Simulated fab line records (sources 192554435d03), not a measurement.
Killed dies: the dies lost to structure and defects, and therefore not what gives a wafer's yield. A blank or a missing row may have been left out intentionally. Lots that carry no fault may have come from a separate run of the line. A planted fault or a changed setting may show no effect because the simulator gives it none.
Chamber matching -- flow n5_finfet -- pecvd-02 running N5_BEOL_M5_ILD_DEP_00: 3 sister chambers
The step deposits SiCOH lowk from DEMS/porogen, target thk 140.64 nm, time 25.9 s. 3 wafers are shown with their chamber, then 8 later ones without.

== EACH WAFER AND ITS CHAMBER ==
wafer,chamber,throttle_valve_pct (%)
L210.2,1,14.0
L210.5,2,13.3
L219.1,0,14.1

== WAFERS WHOSE CHAMBER IS MISSING ==
wafer,throttle_valve_pct (%)
L219.3,13.0
L219.6,13.5
L221.1,13.3
L221.4,13.3
L221.5,14.1
L222.1,14.1
L222.4,13.9
L222.6,13.4

== THE CHAMBER EACH PASSED THROUGH ==
wafer,from the rows above,in truth
L219.3,2,2
L219.6,2,2
L221.1,2,2
L221.4,2,2
L221.5,can't be placed: 0 or 1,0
L222.1,can't be placed: 0 or 1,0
L222.4,can't be placed: 1 or 0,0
L222.6,2,2
Placed correctly: 5 of 8. Can't be placed from these rows: 3 (the true chamber is among the candidates in 3). Placed wrongly: 0.
How it was worked out, from the rows above alone: a wafer's distance from a chamber is the root of the sum, over the readings, of the square of ((its reading less the chamber's mean) divided by the reading's scatter). The wafer belongs to the nearest chamber; if the next one is less than 2 further off, it can't be placed. The mean given for a chamber averages the wafers shown for that chamber. The scatter (one wafer shown for each chamber): square how far every hidden wafer sits from the nearest shown wafer, average those squares and take the square root.
